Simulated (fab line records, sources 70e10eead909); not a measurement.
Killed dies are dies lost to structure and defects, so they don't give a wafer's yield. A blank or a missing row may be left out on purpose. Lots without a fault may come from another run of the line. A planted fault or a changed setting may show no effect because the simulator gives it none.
Which tool did it? | flow nand_harc | 24 lots, 72 wafers sampled, at 5 steps of a route of 1302

WHAT THE GAUGES READ, wafer by wafer
NHARC_A_CONTACT_CD_MEAS_08: target cd 200 nm.
lot  | measured     | on        | cd_nm (nm)
L076 | day 22 15:02 | cd_sem-01 | 199.5 199.8 199.8
L074 | day 22 16:05 | cd_sem-01 | 198.9 200.1 198.9
L075 | day 23 03:42 | cd_sem-03 | 200.6 200.0 199.6
L077 | day 23 05:49 | cd_sem-03 | 199.6 200.1 199.8
L078 | day 23 14:48 | cd_sem-03 | 199.6 199.9 200.4
L079 | day 24 13:31 | cd_sem-03 | 200.1 200.0 199.6
L080 | day 24 20:50 | cd_sem-02 | 201.0 201.5 200.7
L081 | day 25 14:13 | cd_sem-02 | 199.2 199.9 199.9
L082 | day 26 03:19 | cd_sem-02 | 198.8 199.6 198.7
L083 | day 26 04:59 | cd_sem-02 | 200.1 200.1 199.8
L084 | day 27 00:35 | cd_sem-01 | 200.1 200.1 200.0
L086 | day 27 00:47 | cd_sem-03 | 199.6 199.9 200.1
L087 | day 27 05:33 | cd_sem-01 | 200.3 199.2 199.4
L085 | day 27 06:59 | cd_sem-02 | 200.9 200.6 201.0
L088 | day 28 04:14 | cd_sem-01 | 199.8 199.8 199.2
L089 | day 28 08:38 | cd_sem-01 | 199.8 199.7 199.2
L090 | day 28 15:03 | cd_sem-01 | 200.3 199.6 199.3
L091 | day 29 14:02 | cd_sem-01 | 199.7 199.2 200.4
L092 | day 29 19:20 | cd_sem-02 | 200.9 200.6 200.9
L093 | day 30 02:48 | cd_sem-03 | 200.5 200.6 200.9
L094 | day 30 09:55 | cd_sem-01 | 200.2 199.8 200.2
L096 | day 30 22:01 | cd_sem-02 | 200.4 201.2 200.1
L095 | day 31 01:16 | cd_sem-01 | 199.5 199.6 198.9
L097 | day 31 15:39 | cd_sem-02 | 199.8 199.7 199.5

NHARC_A_CONTACT_CD_MEAS_15.
lot  | measured     | on        | cd_nm (nm)
L076 | day 22 18:28 | cd_sem-02 | 190.3 191.2 190.2
L074 | day 22 19:27 | cd_sem-01 | 189.9 190.4 190.7
L075 | day 23 07:17 | cd_sem-03 | 189.6 189.8 189.5
L077 | day 23 09:18 | cd_sem-01 | 189.9 190.7 190.5
L078 | day 23 18:25 | cd_sem-03 | 189.9 189.9 190.3
L079 | day 24 18:34 | cd_sem-03 | 190.5 190.2 191.0
L080 | day 25 00:24 | cd_sem-03 | 190.1 190.3 189.6
L081 | day 25 18:02 | cd_sem-01 | 189.2 188.9 188.8
L082 | day 26 07:13 | cd_sem-02 | 189.7 189.1 189.3
L083 | day 26 08:21 | cd_sem-01 | 190.2 190.2 190.6
L084 | day 27 05:07 | cd_sem-02 | 190.9 190.5 190.0
L086 | day 27 04:16 | cd_sem-03 | 189.9 190.0 190.0
L087 | day 27 08:56 | cd_sem-02 | 190.9 190.3 189.9
L085 | day 27 10:22 | cd_sem-02 | 190.1 190.2 190.5
L088 | day 28 07:37 | cd_sem-01 | 189.8 190.8 189.6
L089 | day 28 12:00 | cd_sem-01 | 189.1 189.6 189.2
L090 | day 28 18:26 | cd_sem-02 | 189.9 189.6 190.0
L091 | day 29 17:25 | cd_sem-02 | 190.3 189.8 189.8
L092 | day 29 22:43 | cd_sem-02 | 190.0 189.9 190.4
L093 | day 30 06:19 | cd_sem-01 | 189.4 189.5 190.5
L094 | day 30 13:19 | cd_sem-01 | 190.7 190.8 190.7
L096 | day 31 01:31 | cd_sem-03 | 189.7 190.2 190.0
L095 | day 31 04:52 | cd_sem-03 | 190.0 189.3 189.6
L097 | day 31 22:38 | cd_sem-01 | 189.8 189.4 189.4

NHARC_A_BLC_OVL_MEAS_11.
lot  | measured     | on         | overlay_x_nm (nm) | overlay_y_nm (nm)
L076 | day 22 21:25 | overlay-02 | 1.1 0.9 1.4       | 1.0 0.7 0.9
L074 | day 22 22:20 | overlay-01 | -1.1 -1.3 -1.1    | 0.7 1.3 1.2
L075 | day 23 10:54 | overlay-02 | 2.3 1.4 1.8       | -0.2 0.0 0.0
L077 | day 23 12:40 | overlay-01 | 0.6 0.6 0.5       | -0.7 -0.3 -0.3
L078 | day 23 21:31 | overlay-02 | -0.5 -1.2 -0.9    | 2.1 1.4 1.4
L079 | day 24 21:36 | overlay-01 | 0.1 0.4 0.4       | -1.1 -0.5 -0.9
L080 | day 25 03:31 | overlay-01 | -0.1 0.1 -0.2     | 0.0 0.2 -0.2
L081 | day 25 21:06 | overlay-02 | -2.3 -1.6 -2.1    | -0.5 -0.3 -0.3
L082 | day 26 10:15 | overlay-02 | -0.2 -0.4 -0.1    | -0.9 -0.2 -0.2
L083 | day 26 14:50 | overlay-02 | 0.5 -0.3 -0.4     | -1.6 -1.1 -1.0
L084 | day 27 08:16 | overlay-02 | 0.1 0.5 0.3       | 1.1 1.2 1.0
L086 | day 27 07:22 | overlay-02 | -0.7 -0.7 -0.7    | 0.7 0.3 -0.3
L087 | day 27 11:54 | overlay-01 | 0.4 0.4 0.2       | -0.4 -0.3 0.3
L085 | day 27 13:19 | overlay-02 | -0.2 0.2 -0.4     | 0.3 0.5 0.3
L088 | day 28 10:35 | overlay-02 | -0.2 0.3 -0.1     | 1.1 0.8 1.1
L089 | day 28 15:10 | overlay-02 | -1.2 -1.2 -1.4    | -0.5 -0.4 -0.4
L090 | day 28 23:23 | overlay-01 | -0.5 0.3 0.0      | -0.9 -1.0 -0.8
L091 | day 29 21:14 | overlay-01 | -0.5 0.1 -0.7     | 0.0 -0.5 -0.4
L092 | day 30 01:38 | overlay-02 | -0.8 -1.1 -1.7    | -0.3 -0.5 -0.8
L093 | day 30 09:16 | overlay-01 | -0.6 -1.1 -1.0    | 0.4 0.6 -0.2
L094 | day 30 16:22 | overlay-02 | 0.3 -0.3 -0.5     | -1.2 -1.3 -0.3
L096 | day 31 04:47 | overlay-02 | -1.2 -1.1 -1.3    | 0.5 0.8 0.7
L095 | day 31 07:47 | overlay-02 | 0.0 -0.2 0.3      | 0.1 -0.3 0.1
L097 | day 32 02:17 | overlay-02 | -0.7 -0.5 -0.1    | 0.1 -0.8 -0.5

NHARC_A_M0_OVL_MEAS_10: pitch 160 nm.
lot  | measured     | on         | overlay_x_nm (nm) | overlay_y_nm (nm)
L076 | day 23 01:28 | overlay-02 | 1.0 0.9 0.8       | -1.1 -1.2 -1.5
L074 | day 23 02:40 | overlay-01 | 0.2 -0.2 -0.5     | -0.7 -1.2 -1.5
L075 | day 23 15:24 | overlay-02 | -1.7 -1.2 -1.6    | 0.0 0.9 0.9
L077 | day 23 16:46 | overlay-02 | 0.1 -0.5 0.6      | 0.8 0.5 0.5
L078 | day 24 01:34 | overlay-02 | -0.2 -0.8 -0.8    | -0.1 -0.3 0.0
L079 | day 25 01:40 | overlay-02 | 0.8 0.8 0.2       | -0.2 -0.5 -0.6
L080 | day 25 07:25 | overlay-02 | -0.4 0.3 0.0      | 0.7 0.8 0.4
L081 | day 26 01:19 | overlay-01 | -0.9 -1.0 -0.4    | 0.8 0.7 1.0
L082 | day 26 14:34 | overlay-02 | 0.2 0.7 0.0       | -0.7 0.0 -0.3
L083 | day 26 18:49 | overlay-01 | -0.4 0.3 -0.5     | 1.1 1.7 1.6
L084 | day 27 12:49 | overlay-01 | -0.5 -1.1 -0.7    | -0.4 0.2 0.0
L086 | day 27 11:29 | overlay-01 | 1.9 1.6 1.9       | -0.5 0.6 0.0
L087 | day 27 15:55 | overlay-02 | -2.2 -1.7 -1.8    | -0.1 -0.1 0.4
L085 | day 27 17:25 | overlay-02 | -0.6 -0.8 -0.6    | 1.3 1.1 1.1
L088 | day 28 14:37 | overlay-02 | -0.6 -0.7 -0.5    | -1.7 -0.8 -1.1
L089 | day 28 19:23 | overlay-02 | 0.5 1.0 0.4       | 0.4 0.5 0.4
L090 | day 29 03:50 | overlay-02 | 0.3 -0.5 0.2      | 0.1 0.7 -0.1
L091 | day 30 01:18 | overlay-02 | -0.2 -0.4 -0.8    | -0.3 -0.6 0.4
L092 | day 30 05:53 | overlay-01 | -1.3 -1.1 -1.0    | -0.2 -0.7 0.1
L093 | day 30 13:16 | overlay-01 | 0.2 -0.2 -0.4     | 0.3 0.5 0.6
L094 | day 30 21:05 | overlay-01 | -0.7 -0.6 -0.9    | -0.8 -1.0 -0.6
L096 | day 31 09:33 | overlay-01 | 1.2 1.2 0.9       | -0.2 0.2 -0.4
L095 | day 31 11:54 | overlay-02 | 0.0 0.4 1.1       | -0.3 0.1 -0.4
L097 | day 32 06:32 | overlay-02 | -0.9 -1.6 -1.4    | -0.2 0.1 -0.3

WHICH TOOL RAN EACH LOT (tool, then ch and the chambers of the sampled wafers, then the start)
lot  | NHARC_A_BLC_CVD_24
L076 | cvd_w-02 ch 0,1, day 23 01:28 or earlier
L074 | cvd_w-01 ch 0,1, day 23 02:40 or earlier
L075 | cvd_w-02 ch 0,1, day 23 15:24 or earlier
L077 | cvd_w-01 ch 0,1, day 23 16:46 or earlier
L078 | cvd_w-02 ch 0,1, day 24 01:34 or earlier
L079 | cvd_w-02 ch 0,1, day 25 01:40 or earlier
L080 | cvd_w-01 ch 0,1, day 25 07:25 or earlier
L081 | cvd_w-01 ch 0,1, day 26 01:19 or earlier
L082 | cvd_w-02 ch 0,1, day 26 12:29
L083 | cvd_w-02 ch 0,1, day 26 18:49 or earlier
L084 | cvd_w-01 ch 0,1, day 27 12:49 or earlier
L086 | cvd_w-01 ch 0,1, day 27 11:29 or earlier
L087 | cvd_w-01 ch 0,1, day 27 15:55 or earlier
L085 | cvd_w-01 ch 0,1, day 27 17:25 or earlier
L088 | cvd_w-02 ch 0,1, day 28 14:37 or earlier
L089 | cvd_w-02 ch 0,1, day 28 19:23 or earlier
L090 | cvd_w-01 ch 1, day 29 03:50 or earlier
L091 | cvd_w-02 ch 0,1, day 30 01:18 or earlier
L092 | cvd_w-01 ch 0,1, day 30 05:53 or earlier
L093 | cvd_w-01 ch 0,1, day 30 13:16 or earlier
L094 | cvd_w-02 ch 0,1, day 30 18:36
L096 | cvd_w-02 ch 0,1, day 31 09:33 or earlier
L095 | cvd_w-02 ch 0,1, day 31 11:54 or earlier
L097 | cvd_w-02 ch 0,1, day 32 06:32 or earlier
- NHARC_A_BLC_CVD_24: deposits W, target thk 150 nm, time 434 s.

WHAT THE TOOLS THEMSELVES READ (means of the sampled wafers that have a number; where no wafer has one, the mark that the record gives instead)
NHARC_A_BLC_CVD_24.
lot  | tool     | heater_power_w (W) | throttle_valve_pct (%)
L076 | cvd_w-02 | 472                | 8.02
L074 | cvd_w-01 | 539                | 7.83
L075 | cvd_w-02 | 447                | 7.92
L077 | cvd_w-01 | 537                | 7.69
L078 | cvd_w-02 | 454                | 8.07
L079 | cvd_w-02 | 467                | 8.01
L080 | cvd_w-01 | 528                | 7.82
L081 | cvd_w-01 | 584                | 7.82
L082 | cvd_w-02 | 477                | 7.95
L083 | cvd_w-02 | 468                | 8.03
L084 | cvd_w-01 | 524                | 7.76
L086 | cvd_w-01 | 573                | 7.87
L087 | cvd_w-01 | 573                | 7.75
L085 | cvd_w-01 | 565                | 7.86
L088 | cvd_w-02 | 450                | 7.96
L089 | cvd_w-02 | 471                | 7.74
L090 | cvd_w-01 | 485                | 8.04
L091 | cvd_w-02 | 469                | 7.76
L092 | cvd_w-01 | 534                | 7.92
L093 | cvd_w-01 | 573                | 8.02
L094 | cvd_w-02 | 448                | 7.92
L096 | cvd_w-02 | 444                | 8.04
L095 | cvd_w-02 | 459                | 7.85
L097 | cvd_w-02 | 445                | 8.05

THE ANSWER, worked out from the rows above alone
Rule: what is usual is taken from the lots themselves. Put in order of their means at a reading, lots are off if they are a third of the lots or fewer, leave a main group of 4 or more, and stand apart from it by a gap of 3 or more times the standard deviation of the main group's means; of several such gaps the widest counts. A main group whose means are all the same, to the digits that the tables above print for the reading, isn't used. A lot without any number at a reading at which 4 lots or more have one is off too. The other lots that the step has rows for count as sound. The gauges are gone through in route order, then the tools' own readings, and for those a lot's mean is taken as printed above. The first step at which some lot is off is used, and at that step the reading that is off furthest; a lot without a number counts as furthest.
No lot is off at any reading shown: from this, nothing can be told.

WHAT THE SIMULATOR HAD PUT IN
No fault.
